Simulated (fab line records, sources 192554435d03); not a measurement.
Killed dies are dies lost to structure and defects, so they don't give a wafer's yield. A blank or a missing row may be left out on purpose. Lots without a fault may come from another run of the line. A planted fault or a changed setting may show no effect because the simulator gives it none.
fab line records | flow n5_finfet
record lots=7 wafers=21
route steps=1938 shown BEOL_M9@1440 BEOL_M10@1494 BEOL_M11@1565 BEOL_M12@1605 BEOL_M13@1686
start_h: hours from the record's first day to the start of the lot's first wafer shown | wait_h: hours since the lot's step before | " the same as in the row above | L1.1+2: a row that stands for several wafers | - no value, or no start given | * or withheld: withheld | < > ~ a bound
route shown NAME@n: a module of which the file shows steps, and the number in the route of the first | usual: mean/standard deviation of fault-free wafers | same: alike in all rows | chamber/n: place in a boat | sites: the reading at each site | _std_site: their standard deviation | _edge_site: outer sites' mean less inner sites' | radius_mm: how far each site lies from the wafer's centre | mask NAME#n: copy n | behind: the tool/chamber that last shaped the wafer | hold: why the lot was held/for how many hours/how that ended | device: the transistor (n, p or np) that didn't switch | end of line: the same wafers' tests at the end of the route | a step without rows: its recipe alone | killed: dies lost to structure and defects at the first sort, not the wafer's yield | map: a wafer's dies, x killed, . not, _ none there
set.NAME: the setting as run; set.NAME@STEP: as run at that earlier step | model.NAME: the simulator's own value behind a step, which no gauge read
lots whose settings were changed on purpose; a table a step, a row a wafer
## steps
# step N5_BEOL_M9_ETCH_66
# recipe chemistry=N2/H2 target=SOC target_depth_a=800 overetch_a=160 mask_material=SiARC temp_c=40 time_s=120 ion_energy_ev=200 pressure_mtorr=30 source_w=840 bias_w=150 n2_flow_sccm=200 h2_flow_sccm=200
# columns lot.wafer tool chamber start_h wait_h set.time_s model.SiARC_of_BEOL_M9_COAT_64.thk_nm
L074.1+4 rie_diel-06 1,0 204.16 0.0 120 6.4
L074.6 " 0 " " 120 6.6
L075.1+6 rie_diel-06 1,2 218.58 0.0 120 6.4
L075.3 " 3 " " 145.1 5
L077.4 rie_diel-03 1 226.84 0.0 143.3 5.8
L077.5 " 0 " " 120 6.6
L077.6 " 2 " " 143.3 5.4
L079.3+4 rie_diel-03 0 235.66 0.0 120 6.6
L079.5 " 1 " " 120 6.8
L084.1+4+6 rie_diel-06 1,0,1 260.57 0.0 120 6.4
L089.3 rie_diel-05 1 304.48 0.0 120 6.2
L089.4 " 0 " " 95.38 7.6
L089.5 " 0 " " 120 6.6
L091.1 rie_diel-05 1 311.65 0.0 94.61 7.4
L091.2 " 3 " " 94.61 7.8
L091.6 " 2 " " 120 6.6
# step N5_BEOL_M10_COAT_63
# recipe resist=SOC temp_c=250 time_s=60 spin_rpm=1500 resist_thk_nm=100
# columns lot.wafer tool chamber start_h wait_h set.spin_rpm model.SOC_of_BEOL_M10_COAT_63.thk_nm
L074.1 litho_track-02 0 212.04 0.4 1380 104
L074.4 " 0 " " 1500 99.8
L074.6 " 0 " " 1500 100
L075.1+6 litho_track-01 0 225.76 2.7 1500 100.4
L075.3 " 0 " " 1500 100.2
L077.4 litho_track-05 0 233.21 0.7 1567 98.2
L077.5 " 0 " " 1567 98
L077.6 " 0 " " 1500 100.2
L079.3+5 litho_track-02 0 242.27 0.9 1500 99.8
L079.4 " 0 " " 1500 99.6
L084.1+6 litho_track-02 0 267.63 0.1 1571 96.8
L084.4 " 0 " " 1571 96.6
L089.3 litho_track-05 0 313.28 3.1 1500 99.8
L089.4 " 0 " " 1574 97.8
L089.5 " 0 " " 1500 100
L091.1 litho_track-01 0 319.08 0.5 1500 100
L091.2 " 0 " " 1664 95.2
L091.6 " 0 " " 1500 100.2
# step N5_BEOL_M10_EXPOSE_25
# recipe mask_id=V9 na=1.35 source_shape=annular sigma_inner=0.5 sigma_outer=0.8 polarization=unpolarized dose_mj=85.5
# columns lot.wafer tool chamber start_h wait_h mask set.dose_mj
L074.1+4+6 arfi_scanner-01 0 212.28 - V9#0 85.5
L075.1+3 arfi_scanner-03 0 226.00 - V9#0 90.15
L075.6 " 0 " " V9#0 85.5
L077.4+5+6 arfi_scanner-03 0 233.39 - V9#0 85.5
L079.3+4+5 arfi_scanner-01 0 242.52 - V9#0 85.5
L084.1+4+6 arfi_scanner-03 0 267.88 - V9#0 85.5
L089.3+4+5 arfi_scanner-02 0 313.70 - V9#0 85.5
L091.1+2 arfi_scanner-03 0 319.33 - V9#0 82.69
L091.6 " 0 " " V9#0 85.5
# step N5_BEOL_M10_PEB_26
# recipe peb_temp_c=withheld peb_time_s=60 resist=CAR-ArF
# step N5_BEOL_M10_DEVELOP_27
# recipe develop_time_s=30 developer=TMAH resist=CAR-ArF rinse_liquid=diw dry=air_spin dev_temp_c=23
# step N5_BEOL_M10_CD_MEAS_28
# recipe target_cd_nm=70 landing_energy_ev=500 detector=se_inlens polarity=opening
# usual cd_nm=70.2/0.79
# columns lot.wafer tool chamber start_h wait_h set.dose_mj@BEOL_M10_EXPOSE_25 cd_nm
L074.1 cd_sem-01 0 212.41 - 85.5 69.3
L074.4 " 0 " " 85.5 69.9
L074.6 " 0 " " 85.5 69.9
L075.1 cd_sem-03 0 226.13 - 90.15 74.0
L075.3 " 0 " " 90.15 75.6
L075.6 " 0 " " 85.5 71.0
L077.4 cd_sem-03 0 233.50 - 85.5 70.0
L077.5 " 0 " " 85.5 69.5
L077.6 " 0 " " 85.5 70.0
L079.3 cd_sem-02 0 242.64 - 85.5 69.9
L079.4 " 0 " " 85.5 69.0
L079.5 " 0 " " 85.5 68.9
L084.1 cd_sem-01 0 268.01 - 85.5 70.7
L084.4 " 0 " " 85.5 71.3
L084.6 " 0 " " 85.5 71.6
L089.3 cd_sem-03 0 313.82 - 85.5 69.6
L089.4 " 0 " " 85.5 69.9
L089.5 " 0 " " 85.5 69.6
L091.1 cd_sem-01 0 319.46 - 82.69 67.4
L091.2 " 0 " " 82.69 66.5
L091.6 " 0 " " 85.5 70.4
# step N5_BEOL_M10_DESCUM_33
# recipe chemistry=O2 time_s=7.9 source_power_w=50 bias_power_w=20 pressure_mtorr=20 rf_frequency_hz=2.712e+07 temp_c=40 resist=CAR-ArF o2_flow_sccm=225
# step N5_BEOL_M10_ETCH_65
# recipe chemistry=CF4 target=SiARC target_depth_a=390 mask_material=CAR-ArF time_s=65 ion_energy_ev=80 pressure_mtorr=40 source_w=545 bias_w=36 Ar_flow_sccm=100 cf4_flow_sccm=100 ends=cleared
# step N5_BEOL_M10_ETCH_66
# recipe chemistry=N2/H2 target=SOC target_depth_a=1200 overetch_a=240 mask_material=SiARC temp_c=40 time_s=180 ion_energy_ev=200 pressure_mtorr=30 source_w=840 bias_w=150 n2_flow_sccm=200 h2_flow_sccm=200
# columns lot.wafer tool chamber start_h wait_h set.spin_rpm@BEOL_M10_COAT_63 model.etch.depth_nm
L074.1 rie_diel-04 1 212.59 0.0 1380 104
L074.4 " 2 " " 1500 99.73
L074.6 " 1 " " 1500 99.96
L075.1+6 rie_diel-02 0,2 226.30 0.0 1500 100.4
L075.3 " 2 " " 1500 100.1
L077.4 rie_diel-04 3 233.73 0.1 1567 98.2
L077.5 " 2 " " 1567 98.05
L077.6 " 0 " " 1500 100.2
L079.3 rie_diel-01 2 242.82 0.0 1500 99.8
L079.4 " 3 " " 1500 99.67
L079.5 " 0 " " 1500 99.88
L084.1+6 rie_diel-02 3,1 268.18 0.0 1571 96.78
L084.4 " 2 " " 1571 96.53
L089.3 rie_diel-01 2 313.99 0.0 1500 99.86
L089.4 " 3 " " 1574 97.82
L089.5 " 1 " " 1500 99.91
L091.1 rie_diel-04 2 319.63 0.0 1500 99.9
L091.2 " 0 " " 1664 95.13
L091.6 " 0 " " 1500 100.3
# step N5_BEOL_M10_STRIP_69
# recipe chemistry=N2/H2 temp_c=40 n2_flow_sccm=200 h2_flow_sccm=200 rf_frequency_hz=6e+07
# step N5_BEOL_M10_VIA_ETCH_34
# recipe chemistry=C4F6/O2 target=SiCOH_lowk target_depth_a=1845 mask_material=SOC taper_deg=4 time_s=69.2 ion_energy_ev=250 pressure_mtorr=30 source_w=345 bias_w=185 Ar_flow_sccm=300 C4F6_flow_sccm=10 O2_flow_sccm=10
# columns lot.wafer tool chamber start_h wait_h set.spin_rpm@BEOL_M10_COAT_63 model.SOC_of_BEOL_M10_COAT_63.thk_nm
L074.1 rie_diel-04 1 212.71 0.0 1380 96.2
L074.4 " 2 " " 1500 91.6
L074.6 " 1 " " 1500 92.2
L075.1+6 rie_diel-02 0,2 226.43 0.0 1500 92.4
L075.3 " 2 " " 1500 92.2
L077.4 rie_diel-04 3 233.82 0.0 1567 90
L077.5 " 2 " " 1567 89.8
L077.6 " 0 " " 1500 92
L079.3 rie_diel-01 2 242.94 0.0 1500 91.8
L079.4 " 3 " " 1500 91.4
L079.5 " 0 " " 1500 91.6
L084.1+4+6 rie_diel-02 3,2,1 268.30 0.0 1571 88.6
L089.3 rie_diel-01 2 314.12 0.0 1500 91.6
L089.4 " 3 " " 1574 89.6
L089.5 " 1 " " 1500 91.8
L091.1 rie_diel-04 2 319.75 0.0 1500 91.8
L091.2 " 0 " " 1664 86.8
L091.6 " 0 " " 1500 92
# step N5_BEOL_M11_EXPOSE_25
# recipe mask_id=V10 na=1.35 source_shape=annular sigma_inner=0.5 sigma_outer=0.8 polarization=unpolarized dose_mj=85.5
# columns lot.wafer tool chamber start_h wait_h mask set.dose_mj
L074.1+6 arfi_scanner-02 0 220.49 - V10#0 81.64
L074.4 " 0 " " V10#0 85.5
L075.1 arfi_scanner-01 0 233.33 - V10#0 85.5
L075.3+6 " 0 " " V10#0 80.13
L077.4 arfi_scanner-01 0 242.35 - V10#0 80.84
L077.5+6 " 0 " " V10#0 85.5
L079.3+4+5 arfi_scanner-03 0 248.77 - V10#0 85.5
L084.1+4+6 arfi_scanner-03 0 274.48 - V10#0 85.5
L089.3+4+5 arfi_scanner-03 0 322.76 - V10#0 85.5
L091.1+2 arfi_scanner-01 0 327.77 - V10#0 85.5
L091.6 " 0 " " V10#0 83.32
# step N5_BEOL_M11_PEB_26
# recipe peb_temp_c=withheld peb_time_s=60 resist=CAR-ArF
# step N5_BEOL_M11_DEVELOP_27
# recipe develop_time_s=30 developer=TMAH resist=CAR-ArF rinse_liquid=diw dry=air_spin dev_temp_c=23
# step N5_BEOL_M11_CD_MEAS_28
# recipe target_cd_nm=70 landing_energy_ev=500 detector=se_inlens polarity=opening
# usual cd_nm=70.1/0.73
# columns lot.wafer tool chamber start_h wait_h set.dose_mj@BEOL_M11_EXPOSE_25 cd_nm
L074.1 cd_sem-03 0 220.62 - 81.64 67.3
L074.4 " 0 " " 85.5 69.6
L074.6 " 0 " " 81.64 66.8
L075.1 cd_sem-01 0 233.46 - 85.5 70.2
L075.3 " 0 " " 80.13 64.8
L075.6 " 0 " " 80.13 64.4
L077.4 cd_sem-03 0 242.46 - 80.84 65.2
L077.5 " 0 " " 85.5 69.3
L077.6 " 0 " " 85.5 70.4
L079.3 cd_sem-02 0 248.89 - 85.5 71.1
L079.4 " 0 " " 85.5 69.7
L079.5 " 0 " " 85.5 70.9
L084.1 cd_sem-03 0 274.61 - 85.5 70.2
L084.4 " 0 " " 85.5 69.0
L084.6 " 0 " " 85.5 69.7
L089.3 cd_sem-01 0 322.89 - 85.5 70.9
L089.4 " 0 " " 85.5 70.2
L089.5 " 0 " " 85.5 70.2
L091.1 cd_sem-01 0 327.90 - 85.5 69.3
L091.2 " 0 " " 85.5 68.8
L091.6 " 0 " " 83.32 67.3
# step N5_BEOL_M11_VIA_ETCH_34
# recipe chemistry=C4F6/O2 target=SiCOH_lowk target_depth_a=1845 mask_material=SOC taper_deg=4 time_s=69.2 ion_energy_ev=250 pressure_mtorr=30 source_w=345 bias_w=185 Ar_flow_sccm=300 C4F6_flow_sccm=10 O2_flow_sccm=10
# columns lot.wafer tool chamber start_h wait_h set.time_s model.etch.depth_nm model.SOC_of_BEOL_M11_COAT_63.thk_nm
L074.1 rie_diel-03 0 221.47 0.0 69.2 183.6 92.4
L074.4 " 2 " " 58.09 154.6 93.8
L074.6 " 0 " " 69.2 183.7 92.8
L075.1 rie_diel-03 0 233.75 0.0 56.16 146.4 93.8
L075.3 " 2 " " 56.16 148.3 94
L075.6 " 1 " " 56.16 143.6 94.2
L077.4 rie_diel-06 0 242.76 0.0 59.85 158.5 93.4
L077.5 " 3 " " 69.2 189.3 92
L077.6 " 2 " " 69.2 182.2 92.4
L079.3 rie_diel-03 3 249.22 0.0 69.2 183.7 92.4
L079.4 " 1 " " 69.2 179.2 92.2
L079.5 " 0 " " 69.2 182.1 92.2
L084.1 rie_diel-06 0 275.55 0.0 69.2 186.1 92
L084.4 " 1 " " 77.3 210 91.2
L084.6 " 0 " " 77.3 207.7 91.4
L089.3 rie_diel-05 1 323.38 0.0 69.2 185.5 92
L089.4 " 2 " " 69.2 184.2 92.4
L089.5 " 0 " " 53.79 140.5 93.8
L091.1 rie_diel-03 0 328.20 0.0 69.2 181.3 92.2
L091.2 " 3 " " 82.65 218.6 90.6
L091.6 " 2 " " 82.65 219.1 90.6
# step N5_BEOL_M12_COAT_04
# recipe spin_rpm=1625 resist_thk_nm=400
# columns lot.wafer tool chamber start_h wait_h set.spin_rpm model.coat_of_BEOL_M12_COAT_04.thk_nm
L074.1 litho_track-04 0 - - 1625 397.6
L074.4 " 0 " " 1447 422.4
L074.6 " 0 " " 1447 422
L075.1 litho_track-02 0 - - 1625 398.8
L075.3+6 " 0 " " 1625 398.2
L077.4 litho_track-04 0 - - 1625 399.2
L077.5 " 0 " " 1625 400.4
L077.6 " 0 " " 1625 400
L079.3 litho_track-02 0 - - 1625 399.6
L079.4 " 0 " " 1625 398
L079.5 " 0 " " 1625 399.4
L084.1+4 litho_track-05 0 - - 1625 398.8
L084.6 " 0 " " 1532 411.6
L089.3+4 litho_track-04 0 - - 1625 401.2
L089.5 " 0 " " 1553 410.2
L091.1 litho_track-04 0 - - 1625 400.2
L091.2 " 0 " " 1792 380.4
L091.6 " 0 " " 1625 401
# step N5_BEOL_M12_PEB_08
# recipe peb_temp_c=130 peb_time_s=90
# columns lot.wafer tool chamber start_h wait_h set.peb_time_s
L074.1 litho_track-04 0 224.45 0.1 104.6
L074.4+6 " 0 " " 90
L075.1+6 litho_track-02 0 237.11 0.1 90
L075.3 " 0 " " 70.25
L077.4+5+6 litho_track-04 0 246.61 0.0 90
L079.3+4+5 litho_track-02 0 254.78 0.0 90
L084.1+6 litho_track-05 0 280.98 0.1 108.6
L084.4 " 0 " " 90
L089.3+4 litho_track-05 0 327.89 0.0 82.76
L089.5 " 0 " " 90
L091.1+6 litho_track-04 0 331.57 0.1 80.2
L091.2 " 0 " " 90
# step N5_BEOL_M12_DEVELOP_09
# recipe develop_time_s=45 rinse_liquid=diw dry=air_spin dev_temp_c=21
# step N5_BEOL_M12_HARDBAKE_14
# recipe temp_c=130 time_s=120
# step N5_BEOL_M12_CD_MEAS_10
# recipe target_cd_nm=140 landing_energy_ev=500 detector=se_inlens polarity=opening
# usual cd_nm=140.5/1.5
# columns lot.wafer tool chamber start_h wait_h set.peb_time_s@BEOL_M12_PEB_08 cd_nm
L074.1 cd_sem-02 0 224.57 - 104.6 145.5
L074.4 " 0 " " 90 140.9
L074.6 " 0 " " 90 140.6
L075.1 cd_sem-01 0 237.22 - 90 139.5
L075.3 " 0 " " 70.25 130.7
L075.6 " 0 " " 90 136.1
L077.4 cd_sem-01 0 246.73 - 90 141.8
L077.5 " 0 " " 90 138.4
L077.6 " 0 " " 90 142.0
L079.3 cd_sem-03 0 254.90 - 90 140.6
L079.4 " 0 " " 90 142.1
L079.5 " 0 " " 90 143.0
L084.1 cd_sem-03 0 281.10 - 108.6 144.6
L084.4 " 0 " " 90 140.2
L084.6 " 0 " " 108.6 143.3
L089.3 cd_sem-02 0 328.01 - 82.76 137.4
L089.4 " 0 " " 82.76 136.3
L089.5 " 0 " " 90 138.3
L091.1 cd_sem-01 0 331.69 - 80.2 138.9
L091.2 " 0 " " 90 142.5
L091.6 " 0 " " 80.2 138.9
# step N5_BEOL_M12_DESCUM_15
# recipe chemistry=O2 time_s=7.9 source_power_w=50 bias_power_w=20 pressure_mtorr=20 rf_frequency_hz=2.712e+07 temp_c=40 o2_flow_sccm=225
# step N5_BEOL_M12_ETCH_59
# recipe chemistry=N2/H2 target=BARC target_depth_a=890 overetch_a=267 time_s=67.9 ion_energy_ev=200 pressure_mtorr=30 source_w=840 bias_w=150 n2_flow_sccm=200 h2_flow_sccm=200
# columns lot.wafer tool chamber start_h wait_h set.spin_rpm@BEOL_M12_COAT_04 model.coat_of_BEOL_M12_COAT_04.thk_nm
L074.1 rie_diel-01 3 224.95 0.0 1625 312.6
L074.4+6 " 1 " " 1447 338.4
L075.1 rie_diel-02 2 237.45 0.0 1625 316.2
L075.3 " 1 " " 1625 315
L075.6 " 3 " " 1625 316
L077.4 rie_diel-02 1 246.87 0.0 1625 317.4
L077.5 " 1 " " 1625 318
L077.6 " 0 " " 1625 318.4
L079.3 rie_diel-02 2 255.02 0.0 1625 317.8
L079.4 " 0 " " 1625 317.2
L079.5 " 1 " " 1625 317.4
L084.1 rie_diel-04 3 281.55 0.0 1625 314.4
L084.4 " 1 " " 1625 314.8
L084.6 " 2 " " 1532 328.6
L089.3 rie_diel-04 3 328.13 0.0 1625 318
L089.4 " 1 " " 1625 317
L089.5 " 0 " " 1553 325
L091.1 rie_diel-02 1 331.81 0.0 1625 318.4
L091.2 " 3 " " 1792 298.8
L091.6 " 2 " " 1625 319.4
# step N5_BEOL_M12_VIA_ETCH_16
# recipe chemistry=C4F8/O2/Ar target=SiOC pressure_mtorr=30 source_w=3000 bias_w=700 Ar_flow_sccm=400 C4F8_flow_sccm=15 O2_flow_sccm=8 he_inner_torr=15 he_outer_torr=30 target_depth_a=7248 time_s=withheld ion_energy_ev=250 ends=cleared
# step N5_BEOL_M12_STRIP_63
# recipe chemistry=N2/H2 power_w=1000 temp_c=250 h2_frac=0.65 overash_fraction=0.3 pressure_mtorr=1000 n2_flow_sccm=1750 h2_flow_sccm=3250
# usual strip_time_to_endpoint_s=42.5/0.7
# columns lot.wafer tool chamber start_h wait_h set.spin_rpm@BEOL_M12_COAT_04 strip_time_to_endpoint_s
L074.1 plasma_asher-01 1 225.20 - 1625 41.5
L074.4 " 0 " " 1447 48.5
L074.6 " 0 " " 1447 48.6
L075.1 plasma_asher-02 0 237.70 - 1625 43.0
L075.3 " 1 " " 1625 43.4
L075.6 " 0 " " 1625 43.0
L077.4 plasma_asher-01 0 247.14 - 1625 41.6
L077.5 " 0 " " 1625 43.7
L077.6 " 1 " " 1625 42.3
L079.3 plasma_asher-02 0 255.29 - 1625 43.0
L079.4 " 1 " " 1625 42.5
L079.5 " 0 " " 1625 42.9
L084.1 plasma_asher-01 0 281.80 - 1625 42.9
L084.4 " 1 " " 1625 42.0
L084.6 " 0 " " 1532 45.5
L089.3 plasma_asher-02 1 328.40 - 1625 43.4
L089.4 " 0 " " 1625 42.3
L089.5 " 1 " " 1553 43.7
L091.1 plasma_asher-02 0 332.06 - 1625 43.6
L091.2 " 1 " " 1792 37.8
L091.6 " 0 " " 1625 43.0
# step N5_BEOL_M12_STRIP_64
# recipe chemistry=N2/H2 power_w=1000 temp_c=250 h2_frac=0.65 overash_fraction=0.3 pressure_mtorr=withheld n2_flow_sccm=1750 h2_flow_sccm=3250
# step N5_BEOL_M12_STRIP_71
# recipe chemistry=post_etch_residue_remover time_s=60 temp_c=25 remover_ph=withheld remover_water_wt_pct=withheld remover_fluoride_wt_pct=withheld
# step N5_BEOL_M12_SRD_72
# recipe time_s=30 temp_c=23 rinse_liquid=diw dry=n2_spin spin_rpm=1500 dry_time_s=30
# step N5_BEOL_M12_CD_MEAS_17
# recipe target_cd_nm=140 polarity=opening
# usual cd_nm=140.9/1.5
# columns lot.wafer tool chamber start_h wait_h set.peb_time_s@BEOL_M12_PEB_08 cd_nm
L074.1 cd_sem-01 - 225.41 0.0 104.6 145.6
L074.4 " - " " 90 141.2
L074.6 " - " " 90 141.0
L075.1 cd_sem-01 - 237.90 0.0 90 140.4
L075.3 " - " " 70.25 130.9
L075.6 " - " " 90 137.5
L077.4 cd_sem-01 - 247.33 0.0 90 141.3
L077.5 " - " " 90 138.4
L077.6 " - " " 90 141.9
L079.3 cd_sem-02 - 255.48 0.0 90 140.9
L079.4 " - " " 90 141.8
L079.5 " - " " 90 142.9
L084.1 cd_sem-02 - 282.00 0.0 108.6 144.5
L084.4 " - " " 90 139.6
L084.6 " - " " 108.6 142.8
L089.3 cd_sem-01 - 328.59 0.0 82.76 137.8
L089.4 " - " " 82.76 136.7
L089.5 " - " " 90 139.7
L091.1 cd_sem-03 - 332.27 0.0 80.2 138.9
L091.2 " - " " 90 142.4
L091.6 " - " " 80.2 138.7
# step N5_BEOL_M13_PEB_26
# recipe peb_temp_c=130 peb_time_s=90
# columns lot.wafer tool chamber start_h wait_h set.peb_time_s
L074.1+4+6 litho_track-02 0 231.75 0.1 90
L075.1+6 litho_track-03 0 246.78 0.1 101.3
L075.3 " 0 " " 90
L077.4 litho_track-02 0 252.50 0.0 74.98
L077.5+6 " 0 " " 90
L079.3+4+5 litho_track-02 0 262.18 0.0 90
L084.1+4+6 litho_track-03 0 287.64 0.1 90
L089.3+4+5 litho_track-01 0 336.60 0.0 90
L091.1+2+6 litho_track-03 0 339.10 0.1 90
# step N5_BEOL_M13_DEVELOP_27
# recipe develop_time_s=45 rinse_liquid=diw dry=air_spin dev_temp_c=21
# step N5_BEOL_M13_HARDBAKE_32
# recipe temp_c=130 time_s=120
# step N5_BEOL_M13_CD_MEAS_28
# recipe target_cd_nm=209.5 landing_energy_ev=500 detector=se_inlens
# usual cd_nm=209.5/0.88
# columns lot.wafer tool chamber start_h wait_h set.peb_time_s@BEOL_M13_PEB_26 cd_nm
L074.1 cd_sem-03 0 231.87 - 90 208.4
L074.4 " 0 " " 90 208.7
L074.6 " 0 " " 90 208.9
L075.1 cd_sem-03 0 246.90 - 101.3 211.3
L075.3 " 0 " " 90 210.2
L075.6 " 0 " " 101.3 212.3
L077.4 cd_sem-01 0 252.62 - 74.98 204.6
L077.5 " 0 " " 90 208.4
L077.6 " 0 " " 90 208.5
L079.3 cd_sem-03 0 262.30 - 90 210.7
L079.4 " 0 " " 90 211.2
L079.5 " 0 " " 90 211.4
L084.1 cd_sem-01 0 287.76 - 90 210.4
L084.4 " 0 " " 90 210.1
L084.6 " 0 " " 90 209.4
L089.3 cd_sem-02 0 336.71 - 90 209.5
L089.4 " 0 " " 90 209.0
L089.5 " 0 " " 90 210.0
L091.1 cd_sem-01 0 339.21 - 90 210.3
L091.2 " 0 " " 90 210.1
L091.6 " 0 " " 90 209.8
## key
split step=N5_BEOL_M9_ETCH_66 setting=time_s stated=120 by=wafer
response step=N5_BEOL_M9_ETCH_66 reading=model.SiARC_of_BEOL_M9_COAT_64.thk_nm change=-0.0561 per=1% r=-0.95
split step=N5_BEOL_M10_COAT_63 setting=spin_rpm stated=1500 by=wafer
response step=N5_BEOL_M10_COAT_63 reading=model.SOC_of_BEOL_M10_COAT_63.thk_nm change=-0.466 per=1% r=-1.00
response step=N5_BEOL_M10_ETCH_66 reading=model.etch.depth_nm change=-0.47 per=1% r=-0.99
response step=N5_BEOL_M10_VIA_ETCH_34 reading=model.SOC_of_BEOL_M10_COAT_63.thk_nm change=-0.482 per=1% r=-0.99
split step=N5_BEOL_M10_EXPOSE_25 setting=dose_mj stated=85.5 by=wafer
response step=N5_BEOL_M10_CD_MEAS_28 reading=cd_nm change=+0.791 per=1% r=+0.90
split step=N5_BEOL_M11_EXPOSE_25 setting=dose_mj stated=85.5 by=wafer
response step=N5_BEOL_M11_CD_MEAS_28 reading=cd_nm change=+0.799 per=1% r=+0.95
split step=N5_BEOL_M11_VIA_ETCH_34 setting=time_s stated=69.2 by=wafer
response step=N5_BEOL_M11_VIA_ETCH_34 reading=model.etch.depth_nm change=+1.94 per=1% r=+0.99
response step=N5_BEOL_M11_VIA_ETCH_34 reading=model.SOC_of_BEOL_M11_COAT_63.thk_nm change=-0.0761 per=1% r=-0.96
split step=N5_BEOL_M12_COAT_04 setting=spin_rpm stated=1625 by=wafer
response step=N5_BEOL_M12_COAT_04 reading=model.coat_of_BEOL_M12_COAT_04.thk_nm change=-2.12 per=1% r=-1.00
response step=N5_BEOL_M12_ETCH_59 reading=model.coat_of_BEOL_M12_COAT_04.thk_nm change=-2.17 per=1% r=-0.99
response step=N5_BEOL_M12_STRIP_63 reading=strip_time_to_endpoint_s change=* per=1% r=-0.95
split step=N5_BEOL_M12_PEB_08 setting=peb_time_s stated=90 by=wafer
response step=N5_BEOL_M12_CD_MEAS_10 reading=cd_nm change=+0.266 per=1% r=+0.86
response step=N5_BEOL_M12_CD_MEAS_17 reading=cd_nm change=+0.289 per=1% r=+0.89
split step=N5_BEOL_M13_PEB_26 setting=peb_time_s stated=90 by=wafer
response step=N5_BEOL_M13_CD_MEAS_28 reading=cd_nm change=+0.194 per=1% r=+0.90
